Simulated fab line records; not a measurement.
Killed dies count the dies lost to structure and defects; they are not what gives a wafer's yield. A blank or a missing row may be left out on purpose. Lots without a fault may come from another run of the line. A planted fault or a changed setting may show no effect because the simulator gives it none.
Chamber matching :: flow n5Finfet :: rieSi-02 running N5_FIN_CUT_CUT_ETCH_28: 4 sister chambers
The step etches Si in HBr/Cl2/O2, target depth 6 nm, time 2.4 s. 4 wafers are shown with their chamber, then 12 later ones without.

## WAFERS, EACH WITH ITS CHAMBER
wafer: L087.3
chamber: 1
throttleValvePct (%): 36.76

wafer: L089.4
chamber: 0
throttleValvePct (%): 37.05

wafer: L089.5
chamber: 3
throttleValvePct (%): 37.62

wafer: L089.6
chamber: 2
throttleValvePct (%): 36.84

## WAFERS WHOSE CHAMBER IS MISSING
wafer: L092.2
throttleValvePct (%): 36.84

wafer: L092.3
throttleValvePct (%): 37.06

wafer: L092.6
throttleValvePct (%): 36.76

wafer: L094.1
throttleValvePct (%): 36.75

wafer: L094.5
throttleValvePct (%): 37.05

wafer: L094.6
throttleValvePct (%): 36.76

wafer: L097.1
throttleValvePct (%): 36.75

wafer: L097.2
throttleValvePct (%): 37.64

wafer: L097.3
throttleValvePct (%): 37.04

wafer: L097.4
throttleValvePct (%): 36.83

wafer: L097.5
throttleValvePct (%): 37.62

wafer: L097.6
throttleValvePct (%): 37.07

## WHICH CHAMBER EACH WENT THROUGH
wafer: L092.2
from the rows above: 2
in truth: 2

wafer: L092.3
from the rows above: 0
in truth: 0

wafer: L092.6
from the rows above: 1
in truth: 1

wafer: L094.1
from the rows above: 1
in truth: 1

wafer: L094.5
from the rows above: 0
in truth: 0

wafer: L094.6
from the rows above: 1
in truth: 1

wafer: L097.1
from the rows above: 1
in truth: 1

wafer: L097.2
from the rows above: 3
in truth: 3

wafer: L097.3
from the rows above: 0
in truth: 0

wafer: L097.4
from the rows above: 2
in truth: 2

wafer: L097.5
from the rows above: 3
in truth: 3

wafer: L097.6
from the rows above: 0
in truth: 0
Correct placement for 12 of the 12. From these rows, 0 cannot be placed. Wrongly placed: 0.
How it was worked out, from the rows above alone: a wafer's distance from a chamber is the root of the sum, over the readings, of the square of ((its reading less the chamber's mean) divided by the reading's scatter). The wafer belongs to the nearest chamber; if the next one is less than 2 further off, it can't be placed. The mean given for a chamber averages the wafers shown for that chamber. The scatter: root of mean squared gap, hidden wafer to nearest shown wafer, with one shown wafer a chamber.
